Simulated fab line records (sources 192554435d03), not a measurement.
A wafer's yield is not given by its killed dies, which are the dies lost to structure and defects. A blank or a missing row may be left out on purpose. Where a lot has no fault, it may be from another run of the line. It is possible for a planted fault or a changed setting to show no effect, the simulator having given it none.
Chamber matching / flow n5_finfet / 4 sister chambers for N5_SDB_DESCUM_16 on rie_diel-02
The step chemistry O2, time 7.9 s. 4 wafers are shown with their chamber, then 10 later ones without.

## WAFERS, EACH WITH ITS CHAMBER
wafer=L083.6; chamber=0; drypump_motor_current_A (A)=6.0
wafer=L089.6; chamber=1; drypump_motor_current_A (A)=5.4
wafer=L090.2; chamber=3; drypump_motor_current_A (A)=6.6
wafer=L090.3; chamber=2; drypump_motor_current_A (A)=6.4

## WAFERS WHOSE CHAMBER IS MISSING
wafer=L090.6; drypump_motor_current_A (A)=6.4
wafer=L092.1; drypump_motor_current_A (A)=5.4
wafer=L092.3; drypump_motor_current_A (A)=6.3
wafer=L092.6; drypump_motor_current_A (A)=6.3
wafer=L096.1; drypump_motor_current_A (A)=5.5
wafer=L096.3; drypump_motor_current_A (A)=6.0
wafer=L096.4; drypump_motor_current_A (A)=6.6
wafer=L097.1; drypump_motor_current_A (A)=5.4
wafer=L097.2; drypump_motor_current_A (A)=6.6
wafer=L097.5; drypump_motor_current_A (A)=6.0

## WHICH CHAMBER EACH ONE RAN IN
wafer=L090.6; from the rows above=2; in truth=2
wafer=L092.1; from the rows above=1; in truth=1
wafer=L092.3; from the rows above=2; in truth=2
wafer=L092.6; from the rows above=2; in truth=2
wafer=L096.1; from the rows above=1; in truth=1
wafer=L096.3; from the rows above=0; in truth=0
wafer=L096.4; from the rows above=3; in truth=3
wafer=L097.1; from the rows above=1; in truth=1
wafer=L097.2; from the rows above=3; in truth=3
wafer=L097.5; from the rows above=0; in truth=0
10 of 10 placed correctly. Left unplaced by these rows: 0. Placed wrongly: 0.
How it was worked out, from the rows above alone: a wafer's distance from a chamber is the root of the sum, over the readings, of the square of ((its reading less the chamber's mean) divided by the reading's scatter). If the next closest chamber is less than 2 further off than the closest, the wafer can't be placed; otherwise it belongs to the closest. A chamber's mean is the mean of its shown wafers. The scatter (one wafer shown for each chamber): square how far every hidden wafer sits from the nearest shown wafer, average those squares and take the square root.
